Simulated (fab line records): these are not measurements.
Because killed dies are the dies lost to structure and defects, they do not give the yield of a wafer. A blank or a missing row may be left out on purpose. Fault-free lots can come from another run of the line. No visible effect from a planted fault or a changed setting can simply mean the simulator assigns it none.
Chamber matching -- flow nand-harc -- NHARC_P_CONTACT_ETCH_35 on rie-diel-02 has 4 sister chambers
The step etches the open film in CF4, target depth 39 nm, time 65 s. 8 wafers are shown with their chamber, then 7 later ones without.

## WAFERS, EACH WITH ITS CHAMBER
wafer,chamber,drypump-motor-current-A (A),oes-product-au (a.u.)
L350.6,2,5.4,1.005
L354.3,2,5.3,0.991
L354.6,3,5.6,1.007
L356.4,1,6.1,0.990
L356.5,1,6.1,0.991
L356.6,0,5.4,1.004
L359.3,0,5.4,1.018
L359.4,3,5.6,1.015

## WAFERS MISSING THEIR CHAMBER
wafer,drypump-motor-current-A (A),oes-product-au (a.u.)
L359.6,6.1,1.000
L360.1,5.5,1.013
L360.2,6.1,1.015
L360.3,5.6,1.027
L363.2,5.5,0.997
L363.3,5.4,0.994
L363.6,5.4,0.988

## WHICH CHAMBER EACH WENT THROUGH
wafer,from the rows above,in truth
L359.6,1,1
L360.1,can't be placed: 0 or 3 or 2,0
L360.2,1,1
L360.3,3,3
L363.2,can't be placed: 3 or 0 or 2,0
L363.3,can't be placed: 2 or 0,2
L363.6,can't be placed: 2 or 0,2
3 of 7 placed correctly. Can't be placed from these rows: 4 (the true chamber is among the candidates in 4). Wrongly placed: 0.
How it was worked out, from the rows above alone: a wafer's distance from a chamber is the root of the sum, over the readings, of the square of ((its reading less the chamber's mean) divided by the reading's scatter). The wafer belongs to the nearest chamber; if the next one is less than 2 further off, it can't be placed. The mean given for a chamber averages the wafers shown for that chamber. The scatter: the root of (the sum of the squares of (reading less its chamber's mean) over the shown wafers, divided by (wafers less chambers)).
